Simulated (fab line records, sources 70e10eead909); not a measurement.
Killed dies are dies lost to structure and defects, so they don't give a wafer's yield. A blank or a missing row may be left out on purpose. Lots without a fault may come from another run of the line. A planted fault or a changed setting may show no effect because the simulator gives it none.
Which tool did it? | flow nand_harc | 12 lots, 36 wafers sampled, at 1 step of a route of 1302

WHAT THE GAUGES READ, wafer by wafer
NHARC_A_CHANNEL_HOLE_D2_OVL_MEAS_11.
lot  | measured     | on         | overlay_x_nm (nm)
L074 | day 13 05:29 | overlay-02 | -0.5 0.7 0.3
L076 | day 14 04:02 | overlay-02 | -1.3 -1.5 -2.5
L080 | day 15 00:29 | overlay-02 | 0.3 0.0 0.2
L081 | day 15 16:23 | overlay-02 | -1.0 -1.1 -0.8
L083 | day 16 12:34 | overlay-01 | -0.6 -0.8 -0.9
L085 | day 17 21:56 | overlay-02 | 0.7 0.6 0.6
L086 | day 17 23:49 | overlay-02 | 0.5 -0.2 0.0
L089 | day 19 09:24 | overlay-02 | 1.0 0.8 1.0
L091 | day 20 02:14 | overlay-01 | 0.2 0.1 0.0
L093 | day 20 13:40 | overlay-02 | 1.3 1.2 0.7
L094 | day 21 19:40 | overlay-01 | -0.4 -0.2 -0.4
L096 | day 22 07:11 | overlay-01 | -0.1 -0.1 -0.1

WHICH TOOL RAN EACH LOT (tool, then ch and the chambers of the sampled wafers, then the start)
The record holds no process step before these readings.

THE ANSWER, worked out from the rows above alone
Rule: what is usual is taken from the lots themselves. Put in order of their means at a reading, lots are off if they are a third of the lots or fewer, leave a main group of 4 or more, and stand apart from it by a gap of 3 or more times the standard deviation of the main group's means; of several such gaps the widest counts. A main group whose means are all the same, to the digits that the tables above print for the reading, isn't used. A lot without any number at a reading at which 4 lots or more have one is off too. The other lots that the step has rows for count as sound.
No lot is off at any reading shown: from this, nothing can be told.

WHAT THE SIMULATOR HAD PUT IN
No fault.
